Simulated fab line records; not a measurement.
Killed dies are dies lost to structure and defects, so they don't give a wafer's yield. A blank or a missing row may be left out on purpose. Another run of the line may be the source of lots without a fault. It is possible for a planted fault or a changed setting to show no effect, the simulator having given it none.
fab line records | flow n5-finfet
record lots=6 wafers=18 last-day=16
route steps=1938 shown BEOL_M4@1069 PASSIVATION@1936
lots that met no fault: taken from a fault-free run of the same line
start-h: start of the lot's first displayed wafer, in hours after the record's first day | wait-h: hours elapsed since this lot's preceding step | " the same as in the row above | L1.1+2: a single row standing in for several wafers | - either no value or no given start | * or withheld: withheld | < > ~ a bound
route shown NAME@n: names a module that has steps shown in the file, with the first one's number in the route | usual: average and standard deviation across the fault-free wafers | same: alike in all rows | chamber/n: place in a boat | sites: the reading at each site | _std_site: how widely they spread, as a standard deviation | _edge_site: outer sites' mean less inner sites' | radius-mm: for every site, how far away it sits from the centre of the wafer | mask NAME#n: copy n | behind: tool/chamber where the wafer was last shaped | hold: cause of the lot's hold/its duration in hours/its outcome | device: transistor that didn't switch, given as n, p or np | end of line: the tests these same wafers got at the end of their route | where a step has no rows: the recipe by itself | killed: count of dies lost to structure and defects at first sort (not the wafer's yield) | map: the dies of a wafer, with x for killed, . for not killed, _ for no die there
set.NAME: the setting the step ran with; set.NAME@STEP: the setting that earlier step ran with | model.NAME: the simulator's own value behind a step, which no gauge read
lots at selected steps of the route; one table per step, one row per wafer
services: when a tool's chamber went out of use (start-h, in hours from the record's first day, below 0 if earlier), for how many hours, and the reason
## steps
# step N5_BEOL_M4_STRIP_36
# recipe chemistry=N2/H2 power-w=450 temp-c=40 pressure-mtorr=20 rf-frequency-hz=6e+07 overash-fraction=0.3 bias-power-w=7 h2-frac=0.5 n2-flow-sccm=200 h2-flow-sccm=200
# step N5_BEOL_M4_TRENCH_ETCH_37
# recipe chemistry=C4F6/O2 target-depth-a=555.55 target=SiOC time-s=29.2 ion-energy-ev=250 pressure-mtorr=30 source-w=355 bias-w=185 Ar_flow_sccm=300 C4F6_flow_sccm=10 O2_flow_sccm=10
# usual drypump-motor-current-A=5.7/0.32 mfc-ar-sccm=300.1/0.99 oes-product-au=0.79/0.077 rf-vpp-V=667/21 showerhead-plenum-p-Torr=2.87/0.066 throttle-valve-pct=20.85/0.26
# columns lot.wafer tool chamber start-h wait-h drypump-motor-current-A mfc-ar-sccm oes-product-au rf-hours-counter-h rf-vpp-V showerhead-plenum-p-Torr throttle-valve-pct
L677.2 rie-diel-01 1 - - 5.6 298.8 0.73 197 683 2.91 21.08
L677.3 " 0 " " 5.1 299.1 0.88 36 645 2.88 20.60
L677.4 " 3 " " 5.6 299.4 0.84 67 684 2.85 20.82
L680.3 rie-diel-01 0 - - 5.1 301.2 0.86 44 643 2.87 20.62
L680.4 " 1 " " 5.6 299.9 0.74 - 684 2.91 21.09
L680.6 " 3 " " 5.5 300.3 0.83 - 683 2.85 20.85
L681.2 rie-diel-01 0 - - 5.1 301.7 0.85 47 645 2.87 20.61
L681.4 " 2 " " 5.8 300.9 0.97 1 668 3.07 21.25
L681.6 " 0 " " 5.1 301.0 0.86 - 644 2.87 20.61
L684.2 rie-diel-04 2 - - 5.5 300.6 0.70 210 639 2.93 20.65
L684.3 " 1 " " 5.4 300.8 0.67 226 685 2.82 20.79
L684.6 " 1 " " 5.4 299.9 0.68 - 687 2.82 20.80
L691.1 rie-diel-06 3 - - 6.1 298.6 0.79 130 637 2.86 20.72
L691.2 " 0 " " 5.6 299.9 0.80 80 710 2.77 20.46
L691.6 " 2 " " 5.7 299.4 0.81 - 669 2.88 21.18
L692.1 rie-diel-01 3 - - 5.5 300.1 0.79 102 684 2.83 20.85
L692.3 " 2 " " 5.8 301.0 0.89 23 668 3.06 21.29
L692.6 " 3 " " 5.5 300.4 0.78 - 683 2.83 20.88
# step N5_BEOL_M4_ETCH_41
# recipe chemistry=CH3F/O2 target=SiCN target-depth-a=299 taper-deg=2 time-s=52.5 ion-energy-ev=120 mask-material=TiN pressure-mtorr=30 source-w=395 bias-w=75 Ar_flow_sccm=150 CH3F_flow_sccm=30 O2_flow_sccm=20
# usual CH3F_flow_sccm=30.00/0.085 drypump-motor-current-A=5.7/0.32 mfc-ar-sccm=150.0/0.48 oes-product-au=0.79/0.076 rf-vpp-V=297.5/1.3 showerhead-plenum-p-Torr=2.01/0.048 throttle-valve-pct=16.31/0.24
# columns lot.wafer tool chamber start-h wait-h CH3F_flow_sccm drypump-motor-current-A mfc-ar-sccm oes-product-au rf-hours-counter-h rf-vpp-V showerhead-plenum-p-Torr throttle-valve-pct
L677.2 rie-diel-01 1 - - 29.95 5.6 149.9 0.74 197 299.4 2.05 16.58
L677.3 " 0 " " 30.01 5.1 149.4 0.88 36 297.0 2.03 16.12
L677.4 " 3 " " 30.02 5.5 149.3 0.84 67 296.7 2.01 16.31
L680.3 rie-diel-01 0 - - 29.98 5.1 150.6 0.86 44 299.0 2.03 16.12
L680.4 " 1 " " 30.15 5.6 149.9 0.72 - 297.3 2.05 16.58
L680.6 " 3 " " 29.98 5.5 149.3 0.83 - 297.1 2.00 16.34
L681.2 rie-diel-01 0 - - 30.08 5.1 150.3 0.86 47 297.9 2.03 16.13
L681.4 " 2 " " 30.05 5.8 149.8 0.98 1 300.2 2.16 16.52
L681.6 " 0 " " 30.09 5.1 150.4 0.86 - 298.1 2.02 16.11
L684.2 rie-diel-04 2 - - 29.98 5.5 149.5 0.71 210 300.4 2.06 16.17
L684.3 " 1 " " 30.03 5.4 149.9 0.69 226 298.8 1.98 16.31
L684.6 " 1 " " 29.94 5.4 150.1 0.69 - 296.0 1.98 16.32
L691.1 rie-diel-06 3 - - 29.89 6.0 149.8 0.78 130 298.1 2.01 16.20
L691.2 " 0 " " 30.21 5.6 149.9 0.79 80 296.9 1.94 15.91
L691.6 " 2 " " 30.02 5.7 149.5 0.80 - 297.8 2.02 16.56
L692.1 rie-diel-01 3 - - 30.07 5.6 150.5 0.79 102 299.5 1.99 16.38
L692.3 " 2 " " 29.95 5.9 150.6 0.89 23 299.7 2.16 16.56
L692.6 " 3 " " 30.08 5.5 149.7 0.80 - 297.3 2.00 16.38
# step N5_BEOL_M4_STRIP_97
# recipe chemistry=N2/H2 time-s=10 power-w=450 temp-c=40 pressure-mtorr=20 rf-frequency-hz=6e+07 bias-power-w=7 n2-flow-sccm=200 h2-flow-sccm=200
# step N5_BEOL_M4_OCD_MEAS_38
# usual trench-depth-nm=55.6/1.5
# columns lot.wafer tool chamber start-h wait-h trench-depth-nm
L677.2 ocd-02 - 187.44 - 55.4
L677.3 " - " " 57.2
L677.4 " - " " 56.0
L680.3 ocd-01 - 210.14 - 56.9
L680.4 " - " " 56.1
L680.6 " - " " 56.2
L681.2 ocd-02 - 215.90 - 55.7
L681.4 " - " " 53.8
L681.6 " - " " 56.0
L684.2 ocd-02 - 226.07 - 55.6
L684.3 " - " " 53.6
L684.6 " - " " 53.6
L691.1 ocd-02 - 259.55 - 55.1
L691.2 " - " " 54.7
L691.6 " - " " 57.3
L692.1 ocd-02 - 276.35 - 54.4
L692.3 " - " " 53.5
L692.6 " - " " 54.2
# step N5_BEOL_M4_HM_STRIP_39
# recipe chemistry=peroxide-tin-strip material=TiN target-depth-a=250 temp-c=50 time-s=158
# step N5_BEOL_M4_SRD_40
# recipe time-s=30 temp-c=23 rinse-liquid=diw dry=ipa-marangoni
# step N5_BEOL_M4_PRECLEAN_42
# recipe chemistry=residue-remover time-s=60 temp-c=40
# step N5_BEOL_M4_SRD_43
# recipe time-s=30 temp-c=23 rinse-liquid=diw dry=ipa-marangoni
# step N5_BEOL_M4_CD_MEAS_35
# recipe target-cd-nm=18 target-cd-y-nm=22.4 polarity=opening
# usual cd-nm=18.0/0.46
# columns lot.wafer tool chamber start-h wait-h cd-nm
L677.2 cd-sem-03 - 187.60 0.0 17.9
L677.3 " - " " 18.1
L677.4 " - " " 18.7
L680.3 cd-sem-03 - 210.29 0.0 17.6
L680.4 " - " " 17.5
L680.6 " - " " 17.3
L681.2 cd-sem-01 - 216.06 0.0 17.4
L681.4 " - " " 18.2
L681.6 " - " " 19.2
L684.2 cd-sem-02 - 226.22 0.0 17.7
L684.3 " - " " 18.0
L684.6 " - " " 18.2
L691.1 cd-sem-03 - 259.70 0.0 18.4
L691.2 " - " " 18.4
L691.6 " - " " 17.8
L692.1 cd-sem-01 - 276.50 0.0 18.3
L692.3 " - " " 18.2
L692.6 " - " " 18.8
# step N5_BEOL_M4_DEGAS_44
# recipe ambient=vacuum temp-c=250 time-s=60
# usual heater-power-w=322/20
# columns lot.wafer tool chamber start-h wait-h heater-power-w
L677.2 pvd-sputter-01 - 187.97 0.4 333
L677.3 " - " " 305
L677.4 " - " " 317
L680.3 pvd-sputter-03 - 210.68 0.4 337
L680.4 " - " " 342
L680.6 " - " " 326
L681.2 pvd-sputter-02 - 216.11 0.1 316
L681.4 " - " " 319
L681.6 " - " " 323
L684.2 pvd-sputter-03 - 227.05 0.8 323
L684.3 " - " " 344
L684.6 " - " " 348
L691.1 pvd-sputter-01 - 259.74 0.0 337
L691.2 " - " " 282
L691.6 " - " " 275
L692.1 pvd-sputter-03 - 277.53 1.0 327
L692.3 " - " " 340
L692.6 " - " " 327
# step N5_BEOL_M4_PRE_CLEAN_45
# recipe gas=H2/He time-s=30 temp-c=250
# usual heater-power-w=323/21
# columns lot.wafer tool chamber start-h wait-h heater-power-w
L677.2 pvd-sputter-01 - 188.01 0.0 330
L677.3 " - " " 317
L677.4 " - " " 322
L680.3 pvd-sputter-03 - 210.72 0.0 330
L680.4 " - " " 348
L680.6 " - " " 327
L681.2 pvd-sputter-02 - 216.15 0.0 312
L681.4 " - " " 330
L681.6 " - " " 334
L684.2 pvd-sputter-03 - 227.09 0.0 328
L684.3 " - " " 341
L684.6 " - " " 338
L691.1 pvd-sputter-01 - 259.78 0.0 340
L691.2 " - " " 279
L691.6 " - " " 272
L692.1 pvd-sputter-03 - 277.57 0.0 328
L692.3 " - " " 339
L692.6 " - " " 333
# step N5_BEOL_M4_ALD_84
# recipe material=TaN target-thk-a=* temp-c=275 ald-precursor-family=PDMAT ald-co-reactant=NH3 pressure-torr=3 carrier-flow-sccm=1500 pulse-time-s=2 purge-time-s=3 co-reactant-purge-time-s=2 co-reactant-pulse-time-s=3 ald-cycles=30 precursor-vessel-temp-c=75 precursor-vessel-pressure-torr=26.25 precursor-vessel-carrier-sccm=1000
# usual co-reactant-pulse-time-s=3/0 heater-power-w=420/47 precursor-vessel-pressure-torr=26.26/0.061 precursor-vessel-temp-c=75.01/0.12
# columns lot.wafer tool chamber start-h wait-h co-reactant-pulse-time-s heater-power-w precursor-vessel-pressure-torr precursor-vessel-temp-c
L677.2 ald-metal-01 1 188.10 0.1 3 396 26.14 75.09
L677.3 " 3 " " 3 497 26.22 75.04
L677.4 " 0 " " 3 403 26.18 74.83
L680.3 ald-metal-02 0 210.82 0.1 3 378 26.25 74.92
L680.4 " 3 " " 3 319 26.24 75.12
L680.6 " 0 " " 3 376 26.14 74.88
L681.2 ald-metal-01 1 216.22 0.0 3.2272 392 26.22 75.15
L681.4 " 3 " " 3.2272 491 26.19 74.78
L681.6 " 3 " " 3 515 26.18 74.83
L684.2 ald-metal-01 3 227.15 0.0 3.2272 484 26.27 75.18
L684.3 " 2 " " 3.2272 444 26.29 75.09
L684.6 " 0 " " 3 410 26.26 74.95
L691.1 ald-metal-02 2 259.90 0.1 3 440 26.32 75.12
L691.2 " 1 " " 3 424 26.18 74.92
L691.6 " 2 " " 3 440 26.26 75.04
L692.1 ald-metal-03 1 277.64 0.0 3 446 26.30 75.01
L692.3 " 3 " " 3 477 26.25 75.02
L692.6 " 1 " " 3 433 26.27 75.05
# step N5_BEOL_M4_SURFACE_TREAT_85
# recipe gas=Ar time-s=* ion-energy-ev=* ion-current-ma-cm2=0.5 pressure-mtorr=* ar-flow-sccm=30
# usual throttle-valve-pct=*
# columns lot.wafer tool chamber start-h wait-h throttle-valve-pct
L677.2 pvd-sputter-02 - 189.30 1.1 *
L677.3 " - " " *
L677.4 " - " " *
L680.3 pvd-sputter-01 - 211.05 0.1 *
L680.4 " - " " *
L680.6 " - " " *
L681.2 pvd-sputter-02 - 216.50 0.2 *
L681.4 " - " " *
L681.6 " - " " *
L684.2 pvd-sputter-01 - 227.37 0.1 *
L684.3 " - " " *
L684.6 " - " " *
L691.1 pvd-sputter-01 - 260.70 0.7 *
L691.2 " - " " *
L691.6 " - " " *
L692.1 pvd-sputter-02 - 277.94 0.2 *
L692.3 " - " " *
L692.6 " - " " *
# step N5_BEOL_M4_RC_MEAS_101
# usual DIBL_N=36.0/2.2 DIBL_P=35.9/2.6 IOFF_N=0.16/0.038 IOFF_P=0.21/0.042 ION_N=675/15 ION_P=463/10 SS_N=71.5/0.62 SS_P=73.2/0.76 VT_N=250/4.1 VT_P=-251/3.6
# columns lot.wafer tool chamber start-h wait-h DIBL_N[mV/V] DIBL_P[mV/V] IOFF_N[nA/um] IOFF_P[nA/um] ION_N[uA/um] ION_P[uA/um] SS_N[mV/dec] SS_P[mV/dec] VT_N[mV] VT_P[mV]
L677.2 prober-01 0 192.88 0.2 35.1 34.2 0.13 0.18 652 450 72.1 73.2 254 -254
L677.3 " 0 " " 29.7 28.3 0.08 0.12 649 450 70.1 70.8 257 -259
L677.4 " 0 " " 32.0 30.9 0.09 0.14 629 442 71.3 73.2 259 -257
L680.3 prober-01 0 214.59 0.3 37.3 36.8 0.17 0.23 674 467 72.5 73.3 248 -250
L680.4 " 0 " " 34.7 34.1 0.12 0.18 678 471 71.6 73.0 252 -252
L680.6 " 0 " " 33.4 33.1 0.12 0.17 682 472 70.7 71.9 252 -253
L681.2 prober-01 0 219.93 0.2 36.3 36.8 0.15 0.20 664 454 71.2 73.4 252 -253
L681.4 " 0 " " 34.3 34.1 0.11 0.16 645 447 70.9 72.9 254 -255
L681.6 " 0 " " 38.3 38.6 0.19 0.23 676 466 71.9 74.3 251 -250
L684.2 prober-01 0 230.65 0.2 37.6 35.9 0.17 0.25 688 479 71.0 73.6 251 -247
L684.3 " 0 " " 36.6 33.7 0.13 0.20 673 468 70.5 72.3 251 -250
L684.6 " 0 " " 36.8 33.6 0.14 0.21 660 454 71.1 73.3 251 -249
L691.1 prober-02 0 263.94 0.0 40.0 38.5 0.21 0.25 702 479 71.8 74.4 244 -247
L691.2 " 0 " " 38.6 37.2 0.17 0.24 674 459 71.6 74.8 248 -250
L691.6 " 0 " " 43.0 40.1 0.27 0.29 700 469 73.5 74.7 243 -245
L692.1 prober-02 0 281.12 0.0 37.3 38.4 0.18 0.23 685 471 70.4 72.5 246 -247
L692.3 " 0 " " 38.6 39.5 0.19 0.25 699 479 71.2 73.5 247 -246
L692.6 " 0 " " 36.1 37.1 0.14 0.21 680 471 71.4 73.1 250 -251
# step N5_PASSIVATION_PROBE_49
# usual defect-limited-yield=91.4/1.6 killed_at_M0_to_M3=35/10 killed_at_M4_up=12/4.7 killed-at-contacts=12/5.8 killed-at-front-end=38/12 killed-at-other=4/3.2 killed-dies=102/18 killed-open=68/14 killed-short=32/8 sort_bin_5_function=5.1/0.96 sort_bin_6_memory=3.2/0.77 sort_bin_8_speed=0.1/0.39 sort-n-pass=1078/20 sort-yield-pct=91.3/1.7
# same gross-dies=1180 killed-at-back-side=0 sort_bin_4_leakage[%]=0
# columns lot.wafer tool chamber start-h wait-h defect-limited-yield[%] killed_at_M0_to_M3 killed_at_M4_up killed-at-contacts killed-at-front-end killed-at-other killed-dies killed-open killed-short sort_bin_5_function[%] sort_bin_6_memory[%] sort_bin_8_speed[%] sort-n-pass sort-yield-pct[%]
L681.2 prober-02 - 325.64 0.1 87.6 40 6 30 69 1 146 100 46 8.1 3.7 0 1034 87.6
L681.4 prober-02 - 325.74 0.2 92.1 33 11 7 38 4 93 62 31 4.7 2.9 0 1087 92.1
L681.6 prober-02 - 325.84 0.3 90.7 47 13 12 33 5 110 73 37 5.3 3.8 0 1070 90.7
L680.3 prober-01 - 327.68 0.1 92.5 43 8 12 23 3 89 55 34 5.0 2.4 0 1091 92.5
L680.4 prober-01 - 327.73 0.2 92.0 38 12 6 33 5 94 66 27 4.7 3.2 0 1086 92.0
L680.6 prober-01 - 327.83 0.3 91.9 25 10 13 44 3 95 59 36 4.7 3.2 0 1085 91.9
L684.2 prober-01 - 337.42 0.1 90.1 49 8 12 46 2 117 90 27 6.1 3.5 0 1063 90.1
L684.3 prober-01 - 337.47 0.1 88.0 50 7 19 65 1 142 101 39 6.8 4.8 0 1038 88.0
L684.6 prober-01 - 337.62 0.3 90.2 47 10 6 51 2 116 78 38 5.8 3.7 0 1064 90.2
L691.1 prober-01 - 370.99 0.0 92.5 20 18 24 23 3 88 59 28 4.4 2.6 0 1092 92.5
L691.2 prober-01 - 371.04 0.1 91.9 44 14 16 15 7 96 66 28 4.0 3.7 0 1084 91.9
L691.6 prober-01 - 371.24 0.3 92.6 29 11 19 24 4 87 55 29 4.8 2.5 0 1093 92.6
L692.1 prober-02 - 391.05 0.6 91.8 31 10 6 44 6 97 61 35 4.8 2.9 0 1083 91.8
L692.3 prober-02 - 391.15 0.7 92.5 38 9 14 27 0 88 62 24 4.0 3.3 0 1092 92.5
L692.6 prober-02 - 391.30 0.9 90.2 37 15 9 47 8 116 78 35 6.0 3.6 0 1064 90.2
# killed by level:class
L681.2 STI_FIN_REVEAL:geometric-particle:open=28 MOL_CONTACT_COAG:geometric-particle:open=26 BEOL_M0_SAQP:geometric-particle:short=12 FIN_SAQP:geometric-particle:short=10 FIN_SAQP:geometric-particle:open=9 BEOL_M0_SAQP:geometric-particle:open=9 BEOL_M3:geometric-particle:open=8 STI_FIN_REVEAL:geometric-particle:short=6
L681.4 STI_FIN_REVEAL:geometric-particle:open=14 BEOL_M0_SAQP:geometric-particle:short=10 BEOL_M3:geometric-particle:open=8 BEOL_M0_SAQP:geometric-particle:open=7 FIN_SAQP:geometric-particle:short=6 MOL_CONTACT_COAG:geometric-particle:open=6 BEOL_M2:geometric-particle:open=5 BEOL_M4:geometric-particle:open=4
L681.6 BEOL_M0_SAQP:geometric-particle:open=16 BEOL_M0_SAQP:geometric-particle:short=15 STI_FIN_REVEAL:geometric-particle:open=13 MOL_CONTACT_COAG:geometric-particle:open=8 BEOL_M3:geometric-particle:open=8 STARTING-WAFER:geometric-particle:open=5 FIN_SAQP:geometric-particle:open=4 MOL_CONTACT_COAG:geometric-particle:short=4
L680.3 BEOL_M0_SAQP:geometric-particle:open=14 BEOL_M3:geometric-particle:open=10 MOL_CONTACT_COAG:geometric-particle:open=9 BEOL_M0_SAQP:geometric-particle:short=9 DUMMY_GATE:geometric-particle:open=6 STARTING-WAFER:geometric-particle:short=6 BEOL_M1:geometric-particle:short=4 MOL_CONTACT_COAG:geometric-particle:short=3
L680.4 BEOL_M3:geometric-particle:open=13 STI_FIN_REVEAL:geometric-particle:open=8 BEOL_M0_SAQP:geometric-particle:short=7 BEOL_M0_SAQP:geometric-particle:open=7 BEOL_M1:geometric-particle:open=7 DUMMY_GATE:geometric-particle:open=5 GATE_CUT:geometric-particle:short=5 MOL_CONTACT_COAG:geometric-particle:open=5
L680.6 MOL_CONTACT_COAG:geometric-particle:open=10 GATE_CUT:geometric-particle:open=8 FIN_SAQP:geometric-particle:short=6 BEOL_M2:geometric-particle:open=6 GATE_CUT:geometric-particle:short=5 BEOL_M4:geometric-particle:open=5 STI_FIN_REVEAL:geometric-particle:open=4 DUMMY_GATE:geometric-particle:open=4
L684.2 BEOL_M2:geometric-particle:open=17 FIN_SAQP:geometric-particle:open=14 STI_FIN_REVEAL:geometric-particle:open=13 MOL_CONTACT_COAG:geometric-particle:open=11 BEOL_M1:geometric-particle:open=9 BEOL_M3:geometric-particle:open=7 FIN_SAQP:geometric-particle:short=6 BEOL_M0:geometric-particle:open=4
L684.3 STI_FIN_REVEAL:geometric-particle:open=20 MOL_CONTACT_COAG:geometric-particle:open=15 FIN_SAQP:geometric-particle:open=14 BEOL_M1:geometric-particle:open=12 BEOL_M0_SAQP:geometric-particle:open=11 FIN_SAQP:geometric-particle:short=8 BEOL_M1:geometric-particle:short=6 BEOL_M2:geometric-particle:open=6
L684.6 BEOL_M3:geometric-particle:open=21 FIN_SAQP:geometric-particle:open=16 FIN_SAQP:geometric-particle:short=12 BEOL_M0_SAQP:geometric-particle:short=10 STI_FIN_REVEAL:geometric-particle:open=8 BEOL_M0_SAQP:geometric-particle:open=6 MOL_CONTACT_COAG:geometric-particle:open=5 STARTING-WAFER:geometric-particle:short=4
L691.1 MOL_CONTACT_COAG:geometric-particle:open=20 BEOL_M4:geometric-particle:open=10 STI_FIN_REVEAL:geometric-particle:open=5 BEOL_M3:geometric-particle:open=5 MOL_CONTACT_COAG:geometric-particle:short=4 BEOL_M2:geometric-particle:open=4 FIN_SAQP:geometric-particle:open=3 FIN_SAQP:geometric-particle:short=3
L691.2 MOL_CONTACT_COAG:geometric-particle:open=13 BEOL_M3:geometric-particle:open=10 BEOL_M0_SAQP:geometric-particle:open=10 BEOL_M2:geometric-particle:open=7 BEOL_M4:geometric-particle:open=6 BEOL_M0_SAQP:geometric-particle:short=5 BEOL_M1:geometric-particle:open=4 BEOL_M3:geometric-particle:short=4
L691.6 MOL_CONTACT_COAG:geometric-particle:open=17 BEOL_M0_SAQP:geometric-particle:short=8 BEOL_M2:geometric-particle:open=7 STARTING-WAFER:geometric-particle:short=6 BEOL_M4:geometric-particle:open=6 FIN_SAQP:geometric-particle:short=5 BEOL_M0_SAQP:geometric-particle:open=5 STI_FIN_REVEAL:geometric-particle:open=4
L692.1 FIN_SAQP:geometric-particle:open=10 FIN_SAQP:geometric-particle:short=10 BEOL_M3:geometric-particle:open=8 DUMMY_GATE:geometric-particle:open=7 BEOL_M0_SAQP:geometric-particle:short=7 BEOL_M0_SAQP:geometric-particle:open=6 MOL_CONTACT_COAG:geometric-particle:open=5 STI_FIN_REVEAL:geometric-particle:open=4
L692.3 MOL_CONTACT_COAG:geometric-particle:open=12 BEOL_M2:geometric-particle:open=9 BEOL_M3:geometric-particle:open=8 DUMMY_GATE:geometric-particle:open=6 FIN_SAQP:geometric-particle:short=5 BEOL_M0_SAQP:geometric-particle:open=5 STI_FIN_REVEAL:geometric-particle:open=4 BEOL_M0_SAQP:geometric-particle:short=4
L692.6 BEOL_M0_SAQP:geometric-particle:short=13 DUMMY_GATE:geometric-particle:open=9 MOL_CONTACT_COAG:geometric-particle:open=9 FIN_SAQP:geometric-particle:short=7 STI_FIN_REVEAL:geometric-particle:open=7 BEOL_M0_SAQP:geometric-particle:open=7 FIN_SAQP:geometric-particle:open=6 BEOL_M1:geometric-particle:open=6
## services
# columns tool chamber start-h hours kind
rie-diel-01 1 173.91 5.0 repair
ald-metal-01 - 178.55 0.7 repair
rie-diel-06 1 187.11 16.2 repair
ald-metal-02 1 187.77 24.8 repair
rie-diel-01 2 201.16 - clean
rie-diel-01 2 201.16 - consumable-replace:focus-ring
rie-diel-01 2 201.16 - consumable-replace:showerhead
rie-diel-01 2 201.16 13.0 scheduled-down
rie-diel-01 2 201.16 13.0 vent-cycle
rie-diel-04 1 204.77 9.1 repair
ald-metal-02 - 230.37 2.8 pm
rie-diel-06 3 242.09 1.5 repair
rie-diel-06 0 242.48 1.3 repair
ald-metal-02 0 265.38 2.8 repair
ald-metal-03 - 268.61 2.8 pm
rie-diel-04 0 276.72 15.8 repair
## key
first-sign step=N5_BEOL_M4_ALD_84 reading=co-reactant-pulse-time-s direction=up sigmas=99+ usual=* struck=*
effect none on later readings
met-at N5_BEOL_M4_ALD_84
struck-wafers L681.2,L681.4,L684.2,L684.3
onset-between 188.10 216.22
fault kind=process-parameter-drift tool=ald-metal-01 chamber=- onset-h=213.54 steps=N5_BEOL_M4_ALD_84 channel=co-reactant-pulse-time-s offset=* shape=step end-h=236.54 scope=struck-wafers-only acts-in=* stated=*
